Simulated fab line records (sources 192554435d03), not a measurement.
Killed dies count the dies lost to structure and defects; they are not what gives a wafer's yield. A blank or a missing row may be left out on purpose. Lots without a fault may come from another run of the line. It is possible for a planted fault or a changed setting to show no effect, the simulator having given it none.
A single fault, viewed from 2 desks | flow n5_finfet | what lay behind the numbers comes last; until then each desk has only its own

## THE DEFECT DESK
Inspection counts along the route, by lot: the mean over sampled wafers that carry a number. Marked OUT: a lot whose mean sits more than 4 standard deviations from the usual mean, which makes it out of limits; the brackets give that distance.
Columns: A = raw_defect_count at N5_BEOL_M6_INSPECT_58, usual 69; B = raw_defect_count at N5_BEOL_M7_INSPECT_13, usual 420; C = raw_defect_count at N5_BEOL_M7_INSPECT_30, usual 422
lot  | first seen here | A              | B   | C
L344 | day 8 21:40     | 78             | 571 | 543
L346 | day 9 06:28     | 45             | 341 | 368
L351 | day 10 13:07    | 234 (+8.2) OUT | 625 | 621
L352 | day 10 13:23    | 86             | 448 | 499
L358 | day 12 21:37    | 80             | 429 | 398
L361 | day 13 00:56    | 64             | 396 | 402
L362 | day 14 03:41    | 67             | 406 | 462
L367 | day 15 21:22    | 89             | 483 | 515
L365 | day 16 07:29    | 84             | 395 | 408
This desk's verdict: out of limits on L351, starting with L351 at day 10 13:07 (raw_defect_count at N5_BEOL_M6_INSPECT_58). L344, L346, L352, L358, L361, L362, L367, L365: within limits.

## TOOL OWNER'S DESK, pecvd-04
The tool's own readings at N5_BEOL_M6_DEP_56 (deposits SiCN from 3MS/NH3, target thk 10 nm, time 17.5 s): means of the sampled wafers that have a number, for each lot that ran on this tool. Marked OUT: a lot whose mean sits more than 4 standard deviations from the usual mean, which makes it out of limits; the brackets give that distance.
Columns: A = chamber_pressure_Torr at N5_BEOL_M6_DEP_56, usual 3.000 Torr; B = rf_fwd_power_W at N5_BEOL_M6_DEP_56, usual 199.9 W; C = showerhead_plenum_p_Torr at N5_BEOL_M6_DEP_56, usual 3.669 Torr; D = throttle_valve_pct at N5_BEOL_M6_DEP_56, usual 9.2 %
lot  | first seen here | A     | B     | C     | D
L344 | day 8 21:34     | 3.001 | 200.1 | 3.665 | 9.6
L346 | day 9 06:23     | 3.001 | 200.0 | 3.660 | 9.5
L351 | day 10 13:01    | 2.994 | 200.1 | 3.665 | 9.3
L362 | day 14 03:35    | 2.998 | 200.0 | 3.652 | 9.8
L367 | day 15 21:16    | 2.994 | 200.0 | 3.650 | 9.7
L365 | day 16 07:23    | 3.004 | 199.4 | 3.657 | 9.7
This desk's finding: nothing out of limits on any of the 6 lots.

## BROUGHT TOGETHER
The defect desk could have raised an alarm at day 10 13:07, on L351.
Nothing out of limits was seen by the tool owner's desk.
Tool owner's desk: L351 on record, inside its limits.
N5_BEOL_M6_DEP_56 was run on pecvd-04 by each of the lots named.

## WHAT HAD BEEN PUT IN BY THE SIMULATOR
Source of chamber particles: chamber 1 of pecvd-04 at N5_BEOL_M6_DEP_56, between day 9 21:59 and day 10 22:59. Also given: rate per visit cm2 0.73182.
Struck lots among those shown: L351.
Hours from the fault's start to each desk's first reading out of limits: the defect desk, 15.
